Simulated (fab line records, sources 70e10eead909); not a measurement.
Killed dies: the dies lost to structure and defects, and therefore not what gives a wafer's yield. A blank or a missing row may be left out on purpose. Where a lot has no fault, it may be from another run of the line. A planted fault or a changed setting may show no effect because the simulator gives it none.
Comparing a struck lot with a sound one :: flow nandHarc :: 42 steps out of a route of 1302
Sound: the wafers L831.1, L831.2, L831.3. Struck: wafers L846.4, L846.5, L846.6. Last of all comes the cause.
For every step that has rows: the tool of each side, followed by ch and its chambers, followed by its first start. Under that, the readings that differ: sound wafers :: struck wafers :: difference of the means :: sigmas: that difference in standard deviations of wafers without a fault.
alike: readings with means less than 2 such deviations apart, plus words and numbers identical on both sides. not compared: withheld readings, readings lacking a value on some wafer, bounds such as >300 that could conceal the same value, and numbers that have no deviation in the record and whose values overlap.
A row with sigmas, a row that says differs or no value, or rows on one side alone: a step with any of these is where the two part. Non-overlapping numbers with no deviation appear without sigmas and do not part them. A reading that every wafer of one side lacks parts them only if that side has two wafers or more.

first, 7 steps without rows for these wafers: NHARC_A_CONTACT_ETCH_78 (etches the open film in O2/COS, target depth 5300 nm, time 1378 s); NHARC_A_CONTACT_ETCH_124 (etches the open film in C4F8/O2/Ar, time 140 s, target depth 700 nm); NHARC_A_CONTACT_ETCH_125 (etches the open film in C4F8/O2/Ar, time 197 s, target depth 1918 nm); NHARC_A_CONTACT_ETCH_126 (etches the open film in C4F8/O2/Ar, time 197 s, target depth 1918 nm); NHARC_A_CONTACT_ETCH_127 (etches the open film in C4F8/O2/Ar, time 197 s, target depth 1918 nm); NHARC_A_CONTACT_ETCH_128 (etches the open film in C4F8/O2/Ar, time 197 s, target depth 1918 nm); NHARC_A_CONTACT_ETCH_129 (etches the open film in C4F8/O2/Ar, time 197 s, target depth 1918 nm).
NHARC_A_CONTACT_ETCH_130: etches the open film in C4F8/O2/Ar, time 197 s, target depth 1918 nm.
  sound on harCapEtch-01 ch 0,1, day 22 15:46; struck on harCapEtch-01 ch 0,1, day 29 02:20
  not compared: rfHoursCounterH
then, 4 steps without rows for these wafers: NHARC_A_CONTACT_ETCH_131 (etches the open film in C4F8/O2/Ar, time 197 s, target depth 1918 nm); NHARC_A_CONTACT_ETCH_132 (etches the open film in C4F8/O2/Ar, time 197 s, target depth 1924 nm); NHARC_A_CONTACT_ETCH_133 (etches the open film in C4F8/O2/Ar, time 374 s, target depth 1610 nm); NHARC_A_CONTACT_ETCH_91 (etches the open film in CH3F/O2, target depth 40 nm, time 85.7 s).
NHARC_A_CONTACT_ETCH_97: etches the open film in C4F6/O2, target depth 20 nm, time 10 s.
  sound on rieDiel-03 ch 0,1,2, day 22 17:17; struck on rieDiel-08 ch 1,2, day 29 03:43
  alike: drypumpMotorCurrentA, oesProductAu, rfVppV, showerheadPlenumPTorr, throttleValvePct
  not compared: rfHoursCounterH
NHARC_A_CONTACT_CD_MEAS_80:
  struck on cdSem-02, day 29 03:48; sound on cdSem-02, day 22 17:22
  alike: cdNm
then, 4 steps without rows for these wafers: NHARC_A_CONTACT_STRIP_103 (strips in N2/H2); NHARC_A_CONTACT_STRIP_104 (strips in CF4/CHF3); NHARC_A_CONTACT_STRIP_105 (strips in O2/COS); NHARC_A_CONTACT_ETCH_106 (etches the open film in CF4/O2, target depth 90 nm, overetch 9 nm, time 49.5 s).
NHARC_A_CONTACT_STRIP_82: strips in O2.
  sound: rieDiel-08 ch 0,2,3; struck: rieDiel-02 ch 0,3
  alike: drypumpMotorCurrentA, oesProductAu, rfVppV, showerheadPlenumPTorr, throttleValvePct
  not compared: rfHoursCounterH
then, 1 step without rows for these wafers: NHARC_A_CONTACT_STRIP_83 (strips in post etch residue remover, time 600 s).
NHARC_A_CONTACT_DEP_84: deposits aC, target thk 2800 nm.
  sound on aclDep-01 ch 0, day 22 19:11; struck on aclDep-01 ch 0, day 29 10:41
  alike: throttleValvePct
then, 11 steps without rows for these wafers: NHARC_A_CONTACT_DEP_85 (deposits SiON, target thk 60 nm); NHARC_A_CONTACT_DEHYDRATE_00 (time 120 s); NHARC_A_CONTACT_HMDS_01 (time 30 s); NHARC_A_CONTACT_COAT_86 (time 75 s); NHARC_A_CONTACT_COAT_87 (time 65 s); NHARC_A_CONTACT_COAT_02 (resist thk 90 nm); NHARC_A_CONTACT_SOFTBAKE_03 (time 55 s); NHARC_A_CONTACT_EBR_04; NHARC_A_CONTACT_EXPOSE_05 (exposes mask A CC); NHARC_A_CONTACT_PEB_06 (peb time 65 s); NHARC_A_CONTACT_DEVELOP_07 (develop time 35 s).
NHARC_A_CONTACT_CD_MEAS_08: target cd 200 nm.
  sound on cdSem-02 ch 0, day 22 21:31; struck on cdSem-02 ch 0, day 29 12:11
  alike: cdNm
NHARC_A_CONTACT_OVL_MEAS_09:
  struck on overlay-01, day 29 12:16; sound on overlay-01, day 22 21:36
reading: overlayYNm (nm)
sound: 2.5 1.7 1.9
struck: -0.6 -1.5 -1.2
difference: -3.1
sigmas: -3
  alike: overlayXNm
then, 3 steps without rows for these wafers: NHARC_A_CONTACT_DESCUM_13 (chemistry O2, time 3 s); NHARC_A_CONTACT_ETCH_88 (etches the open film in CF4, target depth 39 nm, time 65 s); NHARC_A_CONTACT_ETCH_89 (etches the open film in N2/H2, target depth 260 nm, time 475.3 s).
NHARC_A_CONTACT_ETCH_30: etches the open film in CF4/CHF3, target depth 72.6 nm, time 36.3 s.
  sound: rieDiel-08 ch 0,2,3; struck: rieDiel-02 ch 0,2,3
reading: drypumpMotorCurrentA (A)
sound: 5.9 6.1 6.0
struck: 4.9 5.2 5.2
difference: -0.9
sigmas: -3
  alike: chf3FlowSccm, oesProductAu, rfVppV, showerheadPlenumPTorr, throttleValvePct
  not compared: rfHoursCounterH
then, 1 step without rows for these wafers: NHARC_A_CONTACT_ETCH_31 (etches the open film in O2/COS, target depth 2800 nm, time 728 s).
NHARC_A_CONTACT_ETCH_134: etches the open film in C4F8/O2/Ar, time 140 s, target depth 700 nm.
  sound on harCapEtch-03 ch 0,1, day 22 23:14; struck on harCapEtch-01 ch 0,1, day 29 13:37
  not compared: rfHoursCounterH
then, 1 step without rows for these wafers: NHARC_A_CONTACT_ETCH_135 (etches the open film in C4F8/O2/Ar, time 311 s, target depth 1912 nm).
-- jump in the record: it breaks off in module A_CONTACT and resumes in module END (first step shown: number 1302 of the route), and 2 days separate the struck wafers' starts before and after --
NHARC_END_SORT_01:
  sound on prober-01 ch 0, day 25 00:52; struck on prober-02 ch 0, day 31 18:22
reading: killedAtArray
sound: 85 80 66
struck: 132 138 122
difference: +54
sigmas: +3

reading: killedDies
sound: 88 82 71
struck: 134 139 124
difference: +52
sigmas: +3
  alike: killedAtOther, killedAtPeriphery, killedOpen, killedShort

WHERE THEY PART
At NHARC_A_CONTACT_OVL_MEAS_09 first; at NHARC_END_SORT_01 last (within this record only).

WHY: what the simulator had put in
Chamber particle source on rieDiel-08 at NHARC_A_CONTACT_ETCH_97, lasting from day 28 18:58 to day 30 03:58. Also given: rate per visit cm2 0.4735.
